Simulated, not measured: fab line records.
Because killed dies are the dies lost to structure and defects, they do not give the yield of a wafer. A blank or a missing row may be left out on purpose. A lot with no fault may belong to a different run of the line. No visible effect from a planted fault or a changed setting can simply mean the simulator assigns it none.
A lot that was struck, set against a sound lot    flow nandHarc    37 out of 1302 route steps
Sound: the wafers L341.4, L341.5, L341.6. Struck: wafers L335.1, L335.3, L335.4. At the end, the cause is stated.
Per side, at each step with rows, come the tool, then ch with its chambers, and then its first start. Under that, the readings that differ: sound wafers    struck wafers    difference of the means    sigmas: that difference in standard deviations of wafers without a fault.
alike: readings with means less than 2 such deviations apart, plus words and numbers identical on both sides. not compared: withheld readings, readings lacking a value on some wafer, bounds such as >300 that could conceal the same value, and numbers that have no deviation in the record and whose values overlap.
A row with sigmas, a row that says differs or no value, or rows on one side alone: a step with any of these is where the two part. Numbers that have no deviation but don't overlap get no sigmas and don't part them. A reading that every wafer of one side lacks parts them only if that side has two wafers or more.

first, 10 steps without rows for these wafers: NHARC_A_CHANNEL_HOLE_D2_DEP_00 (deposits aC, target thk 3100 nm); NHARC_A_CHANNEL_HOLE_D2_DEP_01 (deposits SiON, target thk 140 nm); NHARC_A_CHANNEL_HOLE_D2_DEHYDRATE_02 (time 120 s); NHARC_A_CHANNEL_HOLE_D2_HMDS_03 (time 30 s); NHARC_A_CHANNEL_HOLE_D2_COAT_36 (time 75 s); NHARC_A_CHANNEL_HOLE_D2_COAT_37 (time 65 s); NHARC_A_CHANNEL_HOLE_D2_COAT_04 (resist thk 90 nm); NHARC_A_CHANNEL_HOLE_D2_SOFTBAKE_05 (time 55 s); NHARC_A_CHANNEL_HOLE_D2_EBR_06; NHARC_A_CHANNEL_HOLE_D2_EXPOSE_07 (exposes mask HOLE D2, target cd 100 nm).
NHARC_A_CHANNEL_HOLE_D2_PEB_08: peb time 65 s.
  sound on lithoTrack-01 ch 0, day 19 17:25; struck on lithoTrack-06 ch 0, day 17 21:46
then, 1 step without rows for these wafers: NHARC_A_CHANNEL_HOLE_D2_DEVELOP_09 (develop time 35 s).
NHARC_A_CHANNEL_HOLE_D2_CD_MEAS_10: target cd 100 nm.
  sound on cdSem-01 ch 0, day 19 17:29; struck on cdSem-02 ch 0, day 17 21:51
reading    sound            struck             difference  sigmas
cdNm (nm)  99.3 99.5 100.1  104.6 104.7 104.6  +5.0        +9
NHARC_A_CHANNEL_HOLE_D2_DESCUM_15: chemistry O2, time 3 s.
  sound on rieDiel-02 ch 2,3, day 19 17:40; struck on rieDiel-02 ch 0,1,3, day 17 22:02
reading                            sound            struck             difference  sigmas
model.A_CHANNEL_HOLE_D2.cdNm (nm)  99.92 100 100.2  105.8 104.3 105.2  +5.1        
  alike: drypumpMotorCurrentA, oesProductAu, rfVppV, showerheadPlenumPTorr, throttleValvePct
  not compared: rfHoursCounterH
then, 16 steps without rows for these wafers: NHARC_A_CHANNEL_HOLE_D2_ETCH_38 (etches the open film in CF4, target depth 39 nm, time 65 s); NHARC_A_CHANNEL_HOLE_D2_ETCH_39 (etches the open film in N2/H2, target depth 260 nm, time 325 s); NHARC_A_CHANNEL_HOLE_D2_ETCH_34 (etches the open film in CF4/CHF3, target depth 154 nm, time 77 s); NHARC_A_CHANNEL_HOLE_D2_ETCH_16 (etches the open film in O2/COS, target depth 3100 nm, time 806 s); NHARC_A_CHANNEL_HOLE_D2_ETCH_19 (etches the open film in C4F8/O2/Ar, time 34.5 s); NHARC_A_CHANNEL_HOLE_D2_ETCH_20 (etches the open film in C4F8/O2/Ar, time 361.9 s, target depth 1600 nm); NHARC_A_CHANNEL_HOLE_D2_ETCH_21 (etches the open film in C4F8/O2/Ar, time 514.3 s, target depth 1600 nm); NHARC_A_CHANNEL_HOLE_D2_ETCH_22 (etches the open film in C4F8/O2/Ar, time 666.7 s, target depth 1600 nm); NHARC_A_CHANNEL_HOLE_D2_ETCH_23 (etches the open film in C4F8/O2/Ar, time 819 s, target depth 1600 nm); NHARC_A_CHANNEL_HOLE_D2_ETCH_24 (etches the open film in C4F8/O2/Ar, time 906.2 s, target depth 1500 nm); NHARC_A_CHANNEL_HOLE_D2_ETCH_25 (etches the open film in C4F8/O2/Ar, time 1040.2 s, target depth 1500 nm); NHARC_A_CHANNEL_HOLE_D2_ETCH_26 (etches the open film in C4F8/O2/Ar, time 224.1 s, target depth 300 nm); NHARC_A_CHANNEL_HOLE_D2_ETCH_27 (etches the open film in C4F8/O2/Ar, time 90 s, target depth 400 nm); NHARC_A_CHANNEL_HOLE_D2_STRIP_41 (strips in N2/H2); NHARC_A_CHANNEL_HOLE_D2_STRIP_42 (strips in CF4/CHF3); NHARC_A_CHANNEL_HOLE_D2_STRIP_43 (strips in O2/COS).
NHARC_A_CHANNEL_HOLE_D2_ETCH_44: etches the open film in CF4/O2, target depth 140 nm, overetch 14 nm, time 77 s.
  sound on rieDiel-12 ch 0,1,3, day 20 01:49; struck on rieDiel-02 ch 1,2,3, day 18 07:37
reading                            sound              struck             difference  sigmas
model.A_CHANNEL_HOLE_D2.cdNm (nm)  88.77 89.14 90.73  96.05 94.23 95.06  +5.57       
  alike: drypumpMotorCurrentA, oesProductAu, rfVppV, showerheadPlenumPTorr, throttleValvePct
  not compared: rfHoursCounterH
then, 3 steps without rows for these wafers: NHARC_A_CHANNEL_HOLE_D2_STRIP_28 (strips in O2); NHARC_A_CHANNEL_HOLE_D2_PRECLEAN_29 (cleans in SC1); NHARC_A_CHANNEL_HOLE_D2_SRD_30.
NHARC_A_CHANNEL_HOLE_D2_CD_MEAS_31:
  sound: cdSem-01 at day 20 02:36; struck: cdSem-03 at day 18 08:25
reading    sound           struck          difference  sigmas
cdNm (nm)  89.3 89.3 90.6  96.1 94.6 94.3  +5.3        +4
NHARC_A_CHANNEL_HOLE_D2_XSEM_32:
  sound on xsem-02 ch 0, day 20 02:42; struck on xsem-01 ch 0, day 18 08:30
reading            sound            struck          difference  sigmas
botCdNm (nm)       73.2 74.0 75.2   81.0 79.0 79.7  +5.8        +4
tiltDeg (degrees)  -0.01 0.00 0.00  0.08 0.08 0.09  +0.09       +2
  alike: bowNm
-- the record jumps here: 11 days lie between the struck wafers' starts before and after (it left off in module A_CHANNEL_HOLE_D2 and takes up again in module END, whose first step shown is number 1302 of the route) --
NHARC_END_SORT_01:
  sound on prober-01 ch 0, day 31 10:46; struck on prober-02 ch 0, day 29 05:38
  alike: killedAtArray, killedAtOther, killedAtPeriphery, killedDies, killedOpen, killedShort

## WHERE THEY PART
First at NHARC_A_CHANNEL_HOLE_D2_CD_MEAS_10; last, within this record, at NHARC_A_CHANNEL_HOLE_D2_XSEM_32. Later steps at which nothing parts them and some readings are alike: NHARC_END_SORT_01.

WHY: what had been put in by the simulator
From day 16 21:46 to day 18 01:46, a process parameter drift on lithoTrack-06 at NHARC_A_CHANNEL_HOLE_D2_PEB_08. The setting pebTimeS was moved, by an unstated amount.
